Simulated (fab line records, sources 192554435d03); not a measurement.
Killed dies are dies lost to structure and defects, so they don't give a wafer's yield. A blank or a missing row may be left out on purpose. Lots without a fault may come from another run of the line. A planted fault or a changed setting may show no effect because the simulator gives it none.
Problem report in the 8D (eight disciplines) form, filled by code | flow n5_finfet | the parts of the form that need people (team, actions taken, sign-off) are left out

1. THE PROBLEM
run_length_s at N5_BEOL_M14_ETCH_59 reads a mean of 85.3 s on 1 wafer of 1 lot; wafers without a fault read 91.4 s with a standard deviation of 0.34. That is -18 standard deviations from the usual mean.
The step: etches BARC in N2/H2, target depth 89 nm, overetch 26.7 nm, time 67.9 s.
First seen on wafer L941.6, day 14 19:12, on rie_diel-04. The record holds 29 wafers of 10 lots with a number at this step. Rule for "out", or "out of limits": more than 4 standard deviations from the usual mean. The other wafers with a number count as sound.

2. WHAT IT IS AND WHAT IT IS NOT
question                    | is                | is not
which readings at this step | run_length_s      | drypump_motor_current_A, n2_flow_sccm, rf_vpp_V, showerhead_plenum_p_Torr, throttle_valve_pct
which lots                  | L941              | L929, L930, L933, L946, L947, L949, L950, L951, L952
which wafers of those lots  | L941.6            | L941.5
read on which tools         | rie_diel-04       | rie_diel-02, rie_diel-06
when                        | from day 14 19:12 | up to then (10 sound wafers); but 18 sound wafers of L946, L947, L949, L950, L951, L952 came after

3. SUSPECTS, AND WHAT RULES EACH OUT
Counting: a tool at a process step up to the reading stays a suspect if it ran every lot that is out. Sound lots after the first of them don't rule it out here, since some wafers of a struck lot are sound.
- pecvd-02 at N5_BEOL_M13_DEP_53 (deposits SiCN from 3MS/NH3, target thk 50 nm, time 17.8 s): kept. It ran the lot that is out, L941 (day 14 17:43); its last sound lot up to then is L930 (day 11 16:13).
- rie_diel-04 at N5_BEOL_M14_DESCUM_15 (chemistry O2, time 7.9 s): kept. It ran the lot that is out, L941 (day 14 19:09); its last sound lot up to then is L933 (day 12 00:08).
- rie_diel-04 at N5_BEOL_M14_ETCH_59 (etches BARC in N2/H2, target depth 89 nm, overetch 26.7 nm, time 67.9 s): kept. It ran the lot that is out, L941 (day 14 19:12); its last sound lot up to then is L933 (day 12 00:10). Its own readings are out on those wafers: run_length_s.
- Within pecvd-02 at N5_BEOL_M13_DEP_53: the wafers that are out ran in chamber 2; their sound lot-mates ran in chamber 1.
- Within rie_diel-04 at N5_BEOL_M14_DESCUM_15: the wafers that are out ran in chamber 0; their sound lot-mates ran in chamber 3.
- Within rie_diel-04 at N5_BEOL_M14_ETCH_59: the wafers that are out ran in chamber 0; their sound lot-mates ran in chamber 3.
Left after counting: pecvd-02 at N5_BEOL_M13_DEP_53, rie_diel-04 at N5_BEOL_M14_DESCUM_15, rie_diel-04 at N5_BEOL_M14_ETCH_59.

4. THE CAUSE (what the simulator had put in)
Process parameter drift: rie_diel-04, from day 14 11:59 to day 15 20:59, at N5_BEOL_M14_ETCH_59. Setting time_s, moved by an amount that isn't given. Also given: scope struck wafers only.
Counting left 3 suspects, and this tool is among them.

5. THE CHAIN OF EFFECTS, in route order
Each row: a reading whose mean over the struck wafers that have a number lies more than 3 standard deviations from the usual. Only readings for which the record gives a usual standard deviation are gone through. hours: the time from each lot's start at the first step in this table that gives one to its start at this step, as a median over the lots. sigmas: the change in usual standard deviations.
hours | step                | reading      | usual  | on struck wafers | change | sigmas
0     | N5_BEOL_M14_ETCH_59 | run_length_s | 91.4 s | 85.3             | -6.1   | -18
The process steps in it:
- N5_BEOL_M14_ETCH_59: etches BARC in N2/H2, target depth 89 nm, overetch 26.7 nm, time 67.9 s.
Readings that are blank on the struck wafers while sound wafers have them: bias_w at N5_BEOL_M14_ETCH_59.

6. WHAT WOULD HAVE CAUGHT IT SOONER
In this record the first reading out of limits was taken at day 14 19:12, 7 hours after the fault began at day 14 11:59.
